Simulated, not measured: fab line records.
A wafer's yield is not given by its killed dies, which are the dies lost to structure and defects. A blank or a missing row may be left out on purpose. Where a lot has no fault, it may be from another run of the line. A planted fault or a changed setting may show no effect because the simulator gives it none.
Problem report in the 8D (eight disciplines) form, filled by code :: flow nand_harc :: the parts of the form that need people (team, actions taken, sign-off) are left out

## 1. PROBLEM STATEMENT
thk_nm at NHARC_A_ONON_D2_THK_MEAS_27 reads a mean of 538 nm on 6 wafers of 2 lots; wafers without a fault read 999 nm with a standard deviation of 9.9. That puts it -47 standard deviations away from the usual mean.
The step: measures by ellipsometry.
First observed at day 17 11:19: wafer L741.3, on film_metro-01. The record holds 42 wafers of 14 lots with a number at this step. Rule for "out" (also "out of limits"): further than 4 standard deviations from the usual mean. All remaining wafers that have a number are taken as sound.

## 2. WHAT IT IS, WHAT IT ISN'T
question: which readings at this step
is: thk_nm
is not: -

question: which lots
is: L741, L743
is not: L732, L733, L735, L738, L744, L745, L749, L750, L751, L752, L753, L754

question: which wafers of those lots
is: all that have a number
is not: -

question: read on which gauges
is: film_metro-01
is not: film_metro-02

question: when
is: from day 17 11:19
is not: up to then (12 sound wafers); but 24 sound wafers of L744, L745, L749, L750, L751, L752, L753, L754 came after

## 3. SUSPECTS, AND WHAT RULES EACH OUT
Counting: a tool at a process step up to the reading stays a suspect if it ran every lot that is out and no sound lot after the first of them.
- the gauge at NHARC_A_ONON_D2_THK_MEAS_27: ruled out. All the wafers that are out were read on film_metro-01, but those of them that NHARC_END_SORT_01 has rows for are out there too, on other tools.
- pecvd_onon-04 at NHARC_A_ONON_D2_DEP_25 (target thk 1000 nm): ruled out as a lasting fault. Following L741 (day 17 10:56), the first lot on it that is out, the sound lots L750, L754 were run on it.
Left after counting: nothing in the record.

## 4. THE CAUSE (what the simulator had put in)
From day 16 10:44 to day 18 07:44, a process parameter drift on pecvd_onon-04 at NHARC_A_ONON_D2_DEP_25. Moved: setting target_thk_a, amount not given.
It was ruled out by counting, in error; the rule expects a fault to strike all lots run on its tool from its start on, and this fault did not.

## 5. THE CHAIN OF EFFECTS, in route order
Each row: a reading where the mean over the struck wafers with a number is more than 3 standard deviations away from the usual. Readings are gone through only where the record gives a usual standard deviation; hours: the median, over the lots, of the time from a lot's start at the first step in this table giving one to that lot's start at this step; sigmas: the change measured in usual standard deviations.
hours: 0
step: NHARC_A_ONON_D2_THK_MEAS_27
reading: thk_nm
usual: 999 nm
on struck wafers: 538
change: -461
sigmas: -47

hours: 276
step: NHARC_END_SORT_01
reading: killed_at_array
usual: 47
on struck wafers: 673
change: +626
sigmas: +35

hours: 276
step: NHARC_END_SORT_01
reading: killed_dies
usual: 52
on struck wafers: 677
change: +625
sigmas: +35
At these later measuring or inspecting steps, every struck wafer for which the step has a row has a number for every such reading, and none has moved that far: NHARC_A_ONON_D2_INSPECT_32.

## 6. WHAT WOULD HAVE CAUGHT IT SOONER
Counted from the fault's start at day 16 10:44, it took 25 hours until the first out-of-limits reading at a measuring or inspecting step in this record, taken at day 17 11:19.
